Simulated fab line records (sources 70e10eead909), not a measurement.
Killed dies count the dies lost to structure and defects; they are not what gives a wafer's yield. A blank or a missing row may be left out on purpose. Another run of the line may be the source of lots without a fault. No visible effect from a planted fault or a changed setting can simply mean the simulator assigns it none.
The tool behind it: which one? || flow nand_harc || Sampling: 7 lots, 21 wafers, 2 of 1302 route steps

WHAT EACH GAUGE READ, for each wafer
NHARC_HYBRID_BOND_OVL_MEAS_05.
{"lot": "L191", "measured": "day 24 14:58", "on": "overlay-02", "overlay_y_nm (nm)": "36 -46 0"}
{"lot": "L194", "measured": "day 25 03:35", "on": "overlay-01", "overlay_y_nm (nm)": "61 -13 -3"}
{"lot": "L195", "measured": "day 27 00:34", "on": "overlay-02", "overlay_y_nm (nm)": "-3 -4 21"}
{"lot": "L199", "measured": "day 28 19:43", "on": "overlay-02", "overlay_y_nm (nm)": "24 17 18"}
{"lot": "L208", "measured": "day 32 09:00", "on": "overlay-02", "overlay_y_nm (nm)": "-47 32 50"}
{"lot": "L212", "measured": "day 32 09:01", "on": "overlay-02", "overlay_y_nm (nm)": "-8 30 -9"}
{"lot": "L211", "measured": "day 33 04:26", "on": "overlay-02", "overlay_y_nm (nm)": "34 55 -36"}

WHICH TOOL RAN EACH LOT (tool, then ch and the chambers of the sampled wafers, then the start)
{"lot": "L191", "NHARC_A_BONDPAD_PRE_CLEAN_26": "pvd_sputter-02, day 24 14:58 or earlier"}
{"lot": "L194", "NHARC_A_BONDPAD_PRE_CLEAN_26": "pvd_sputter-01, day 25 03:35 or earlier"}
{"lot": "L195", "NHARC_A_BONDPAD_PRE_CLEAN_26": "pvd_sputter-02, day 27 00:34 or earlier"}
{"lot": "L199", "NHARC_A_BONDPAD_PRE_CLEAN_26": "pvd_sputter-02, day 28 19:43 or earlier"}
{"lot": "L208", "NHARC_A_BONDPAD_PRE_CLEAN_26": "pvd_sputter-03, day 32 09:00 or earlier"}
{"lot": "L212", "NHARC_A_BONDPAD_PRE_CLEAN_26": "pvd_sputter-03, day 32 09:01 or earlier"}
{"lot": "L211", "NHARC_A_BONDPAD_PRE_CLEAN_26": "pvd_sputter-02, day 33 04:26 or earlier"}
- NHARC_A_BONDPAD_PRE_CLEAN_26: time 30 s.

THE ANSWER, worked out from the rows above alone
Rule: usual is defined by the lots themselves. Put in order of their means at a reading, lots are off if they are a third of the lots or fewer, leave a main group of 4 or more, and stand apart from it by a gap of 3 or more times the standard deviation of the main group's means; of several such gaps the widest counts. A main group whose means are all the same, to the digits that the tables above print for the reading, isn't used. Also off: a lot with no number at a reading for which 4 or more lots have one. Any other lot the step has rows for is counted as sound.
No lot is off on any of the readings shown, so nothing can be concluded from this.

WHAT THE SIMULATOR HAD PUT IN
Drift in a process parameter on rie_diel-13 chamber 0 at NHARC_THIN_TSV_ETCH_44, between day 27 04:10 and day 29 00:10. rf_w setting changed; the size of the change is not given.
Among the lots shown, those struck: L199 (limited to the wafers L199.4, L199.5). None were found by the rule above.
